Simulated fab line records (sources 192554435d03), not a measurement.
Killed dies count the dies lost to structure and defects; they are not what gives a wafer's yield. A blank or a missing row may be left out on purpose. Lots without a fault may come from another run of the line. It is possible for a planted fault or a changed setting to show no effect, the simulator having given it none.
The tool behind it: which one?	flow n5 finfet	Sampling: 11 lots, 32 wafers, 5 of 1938 route steps

## WHAT EACH GAUGE READ, for each wafer
N5_BEOL_M0_CUTY_OVL_MEAS_58. Usual: M0_ABLK_OVL 0.5 nm, standard deviation 0.71.
lot	measured	on	M0_ABLK_OVL (nm)	flag
L215	day 5 18:15	overlay-02	0.5 -1.2 0.9	
L217	day 6 05:20	overlay-02	-0.8 0.5 -0.1	
L218	day 6 13:27	overlay-02	0.6 1.1 2.2	
L223	day 7 22:41	overlay-02	0.6 1.4	
L224	day 8 01:50	overlay-02	0.2 -0.3 0.5	
L226	day 8 17:36	overlay-01	-0.6 1.4 0.1	
L231	day 9 16:15	overlay-01	-0.5 0.3 -0.3	
L233	day 10 08:17	overlay-01	-0.1 0.5 0.7	
L236	day 10 18:33	overlay-02	0.4 -1.2 -0.5	
L237	day 11 06:58	overlay-01	0.3 -0.4 -1.1	
L238	day 11 10:37	overlay-01	1.2 0.8 0.4	

N5_BEOL_M4_RC_MEAS_101. Usual: DIBL_N 36.5 mV/V, standard deviation 1.4; DIBL_P 36.9 mV/V, standard deviation 1.7; IOFF_N 0.163 nA/um, standard deviation 0.023; IOFF_P 0.22 nA/um, standard deviation 0.032; ION_N 673 uA/um, standard deviation 9; ION_P 462 uA/um, standard deviation 7.5; SS_N 71.6 mV/dec, standard deviation 0.54; SS_P 73.4 mV/dec, standard deviation 0.62; VT_N 249.8 mV, standard deviation 2.8; VT_P -250 mV, standard deviation 3.5.
lot	measured	on	DIBL_N (mV/V)	DIBL_P (mV/V)	IOFF_N (nA/um)	IOFF_P (nA/um)	ION_N (uA/um)	ION_P (uA/um)	SS_N (mV/dec)	SS_P (mV/dec)	VT_N (mV)	VT_P (mV)	flag
L215	day 7 20:49	prober-02	35.6 36.6 35.5	35.4 36.4 35.4	0.143 0.167 0.149	0.19 0.20 0.19	663 665 674	459 450 461	71.8 72.1 71.7	73.3 73.2 72.7	252.3 249.5 251.7	-255 -253 -255	
L217	day 8 14:34	prober-02	36.8 37.5 38.1	36.5 36.5 37.9	0.161 0.173 0.186	0.26 0.25 0.29	684 680 689	479 475 482	71.6 72.0 71.9	73.5 73.7 73.7	249.2 247.9 245.9	-243 -248 -244	
L218	day 8 18:02	prober-01	36.1 37.7 35.5	37.5 39.1 36.7	0.159 0.190 0.152	0.23 0.27 0.22	674 678 677	469 469 471	71.1 71.6 71.4	73.0 73.6 73.6	248.9 249.7 253.0	-247 -248 -252	
L223	day 9 21:44	prober-01	35.8 36.5	37.3 37.8	0.174 0.187	0.25 0.27	672 679	469 469	71.7 73.1	74.3 73.4	246.6 249.4	-248 -246	
L224	day 10 00:04	prober-02	33.7 35.0 35.0	34.2 37.2 36.4	0.114 0.146 0.137	0.14 0.18 0.17	642 671 670	441 453 453	71.0 71.8 71.4	72.4 72.6 73.4	256.7 250.6 253.7	-258 -256 -256	
L226	day 11 06:55	prober-02	37.1 36.3 36.3	38.5 37.9 36.7	0.184 0.174 0.162	0.22 0.21 0.20	680 664 667	458 456 450	71.3 72.3 72.1	74.1 73.2 73.7	245.7 247.0 249.6	-253 -251 -253	
L231	day 12 08:54	prober-02	38.2 35.8 35.6	39.0 36.5 35.4	0.202 0.160 0.148	0.26 0.21 0.19	680 660 676	470 454 460	71.1 71.4 71.3	73.4 72.9 73.3	245.6 248.4 250.4	-246 -249 -252	
L233	day 12 16:38	prober-01	37.0 38.6 38.9	38.6 40.0 39.9	0.158 0.175 0.186	0.21 0.22 0.23	673 676 676	466 457 459	71.4 72.2 72.4	73.5 73.9 74.1	249.6 251.9 250.7	-250 -253 -251	
L236	day 13 19:39	prober-01	32.4 33.6 33.5	32.4 34.1 33.6	0.116 0.125 0.126	0.17 0.18 0.17	662 672 670	457 472 458	70.1 70.4 70.2	72.2 72.7 72.0	252.3 252.2 247.5	-253 -251 -254	
L237	day 13 21:52	prober-02	37.4 35.0 37.4	36.8 33.4 36.2	0.154 0.117 0.156	0.21 0.16 0.20	669 668 664	464 456 455	71.8 71.4 71.9	73.0 72.8 73.4	251.2 254.7 252.8	-249 -253 -249	
L238	day 13 15:49	prober-02	37.3 38.3 37.7	36.0 37.0 35.6	0.184 0.213 0.183	0.25 0.29 0.25	675 673 673	464 460 462	71.8 71.7 72.7	73.7 74.9 74.1	246.7 245.4 249.9	-246 -246 -247	

## WHICH TOOL RAN EACH LOT (tool, then ch and the chambers of the sampled wafers, then the start)
lot	N5_BEOL_M0_ANNEAL_135	N5_BEOL_M0_CO_CAP_123	N5_BEOL_M0_DEP_125
L215	pvd sputter-02, day 6 00:01	cvd co-01 ch 1,2, day 6 00:55	pecvd-04 ch 1,2, day 6 01:02
L217	pvd sputter-01, day 6 08:46	cvd co-02 ch 0,2, day 6 10:21	pecvd-02 ch 0,1, day 6 10:30
L218	pvd sputter-03, day 6 16:54	cvd co-01 ch 0,1, day 6 18:17	pecvd-02 ch 0,1,2, day 6 18:23
L223	pvd sputter-01, day 8 03:28	cvd co-02 ch 0,2, day 8 04:26	pecvd-04 ch 0,2, day 8 04:32
L224	pvd sputter-02, day 8 05:10	cvd co-02 ch 0,1,2, day 8 06:05	pecvd-02 ch 0,1, day 8 06:12
L226	pvd sputter-01, day 8 20:49	cvd co-02 ch 0,1, day 8 21:44	pecvd-03 ch 0,1,2, day 8 21:52
L231	pvd sputter-01, day 9 21:13	cvd co-01 ch 0,1,2, day 9 22:08	pecvd-03 ch 0,1, day 9 22:16
L233	pvd sputter-01, day 10 13:55	cvd co-01 ch 0,1,2, day 10 15:11	pecvd-04 ch 1,2, day 10 15:17
L236	pvd sputter-01, day 11 01:00	cvd co-02 ch 0,1,2, day 11 01:58	pecvd-03 ch 0,1,2, day 11 02:05
L237	pvd sputter-02, day 11 14:14	cvd co-01 ch 0,1,2, day 11 15:08	pecvd-02 ch 1,2, day 11 15:16
L238	pvd sputter-01, day 11 15:53	cvd co-01 ch 0,2, day 11 16:53	pecvd-03 ch 0,1, day 11 16:59
- N5_BEOL_M0_ANNEAL_135: time 60 s.
- N5_BEOL_M0_CO_CAP_123: material Co, precursor CCTBA/H2, target thk 2 nm, time 102.1 s.
- N5_BEOL_M0_DEP_125: deposits SiCN from 3MS/NH3, target thk 8 nm, time 14 s.

## AS READ BY THE TOOLS THEMSELVES (means over the sampled wafers that have a number; for cases with no such wafer, the mark the record gives instead)
N5_BEOL_M0_ANNEAL_135. Usual: heater power w at 834 W, with a standard deviation of 84.
lot	tool	heater power w (W)	flag
L215	pvd sputter-02	858	
L217	pvd sputter-01	829	
L218	pvd sputter-03	891	
L223	pvd sputter-01	852	
L224	pvd sputter-02	774	
L226	pvd sputter-01	801	
L231	pvd sputter-01	814	
L233	pvd sputter-01	801	
L236	pvd sputter-01	841	
L237	pvd sputter-02	760	
L238	pvd sputter-01	781	

N5_BEOL_M0_CO_CAP_123. Usual: heater power w 250 W, standard deviation 27; run length s 124.3 s, standard deviation 0.53.
lot	tool	heater power w (W)	run length s (s)	flag
L215	cvd co-01	235	124.2	
L217	cvd co-02	285	124.4	
L218	cvd co-01	233	124.1	
L223	cvd co-02	281	149.8	OFF
L224	cvd co-02	269	141.7	OFF
L226	cvd co-02	267	141.9	OFF
L231	cvd co-01	226	123.9	
L233	cvd co-01	229	123.9	
L236	cvd co-02	275	124.6	
L237	cvd co-01	228	124.1	
L238	cvd co-01	226	124.2	

N5_BEOL_M0_DEP_125. Usual: rf fwd power W 199.4 W, standard deviation 1.3; showerhead plenum p Torr 3.666 Torr, standard deviation 0.018; throttle valve pct 8.9 %, standard deviation 0.69.
lot	tool	rf fwd power W (W)	showerhead plenum p Torr (Torr)	throttle valve pct (%)	flag
L215	pecvd-04	200.6	3.653	8.6	
L217	pecvd-02	200.2	3.670	9.4	
L218	pecvd-02	200.1	3.655	9.0	
L223	pecvd-04	200.3	3.662	8.7	
L224	pecvd-02	200.1	3.654	9.1	
L226	pecvd-03	198.5	3.670	8.9	
L231	pecvd-03	199.2	3.681	9.1	
L233	pecvd-04	200.2	3.660	9.0	
L236	pecvd-03	198.6	3.678	8.7	
L237	pecvd-02	199.0	3.655	8.6	
L238	pecvd-03	199.8	3.686	9.2	

## THE ANSWER, worked out from the rows above alone
Rule: take the mean of a lot's wafers that have a number; if it is more than 3 standard deviations from the usual mean, the lot is off. Also off: a lot with no number at a reading for which 4 or more lots have one. Any other lot the step has rows for is counted as sound. After the gauges, taken in route order, come the tools' own readings; for these a lot's mean is taken, as printed above. The first step at which some lot is off is used, and at that step the reading that is off furthest; a lot without a number counts as furthest.
Off: L223, L224, L226, at N5_BEOL_M0_CO_CAP_123 (run length s).
A tool fits if, at that step or a process step before it, it ran every lot that is off, and no sound lot after the first of them. Not one of the candidates tried fits.

## WHAT HAD BEEN PUT IN BY THE SIMULATOR
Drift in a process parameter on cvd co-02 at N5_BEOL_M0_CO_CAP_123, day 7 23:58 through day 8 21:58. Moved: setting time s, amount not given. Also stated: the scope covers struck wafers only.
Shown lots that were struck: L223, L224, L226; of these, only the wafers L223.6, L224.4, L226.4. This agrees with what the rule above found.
